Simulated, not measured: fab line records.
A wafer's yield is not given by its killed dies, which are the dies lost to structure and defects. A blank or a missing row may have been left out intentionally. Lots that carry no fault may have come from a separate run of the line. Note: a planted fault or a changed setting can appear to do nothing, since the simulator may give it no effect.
Matching of chambers	flow n5 finfet	rie diel-01 running N5_DUMMY_GATE_HM_OPEN_21: 4 sister chambers
The step chemistry CH3F/O2, target SiNx, target depth 120 nm, time 171.4 s. 20 wafers are shown with their chamber, then 10 later ones without.

WAFERS, EACH WITH ITS CHAMBER
wafer	chamber	showerhead plenum p Torr (Torr)	drypump motor current A (A)	oes_ar_750_au (a.u.)
L080.1	2	2.10	6.0	0.77
L080.3	0	2.08	6.2	0.71
L080.4	3	2.02	5.9	0.73
L081.2	1	1.98	6.1	0.98
L081.3	3	2.02	5.9	0.73
L081.5	0	2.08	6.2	0.70
L082.3	0	2.08	6.2	0.71
L082.4	3	2.02	5.9	0.72
L082.6	3	2.02	5.9	0.72
L086.2	1	1.98	6.1	0.95
L086.5	2	2.09	6.0	0.75
L086.6	3	2.01	5.9	0.72
L089.2	3	2.01	5.9	0.71
L089.4	1	1.98	6.0	0.94
L089.6	0	2.07	6.2	0.70
L090.1	2	2.09	6.0	0.76
L090.3	0	2.07	6.2	0.69
L090.5	2	2.09	6.0	0.75
L091.1	2	2.09	6.0	0.75
L091.2	1	1.98	6.1	0.92

SIGNATURES (averages over the wafers above)
reading	chamber 0	chamber 1	chamber 2	chamber 3	scatter within a chamber
showerhead plenum p Torr	2.0760	1.9800	2.0920	2.0167	0.00456
drypump motor current A	6.200	6.075	6.000	5.900	0.0217
oes_ar_750_au	0.7020	0.9475	0.7560	0.7217	0.0131
Rule: a wafer's distance from a chamber is the root of the sum, over the readings, of the square of ((its reading less the chamber's mean) divided by the reading's scatter). The wafer belongs to the nearest chamber; if the next one is less than 2 further off, it can't be placed. The scatter: the root of (the sum of the squares of (reading less its chamber's mean) over the shown wafers, divided by (wafers less chambers)).

WAFERS WITHOUT THEIR CHAMBER
wafer	showerhead plenum p Torr (Torr)	drypump motor current A (A)	oes_ar_750_au (a.u.)
L091.4	2.09	6.0	0.74
L094.2	2.07	6.2	0.95
L094.3	2.09	6.0	0.75
L094.5	2.09	6.0	0.74
L095.1	2.01	5.9	0.71
L095.2	2.07	6.2	0.95
L095.4	2.09	6.0	0.74
L096.4	2.07	6.2	0.94
L096.5	1.97	6.0	0.90
L096.6	2.07	6.2	0.93

THE CHAMBER EACH PASSED THROUGH
wafer	from the rows above	in truth
L091.4	2	2
L094.2	can't be placed: 2 or 0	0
L094.3	2	2
L094.5	2	2
L095.1	3	3
L095.2	can't be placed: 2 or 0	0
L095.4	2	2
L096.4	can't be placed: 2 or 0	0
L096.5	1	1
L096.6	can't be placed: 2 or 0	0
Correctly placed: 6 of 10. From these rows, 4 cannot be placed; in 4 the true chamber is one of the candidates. 0 placed wrongly.
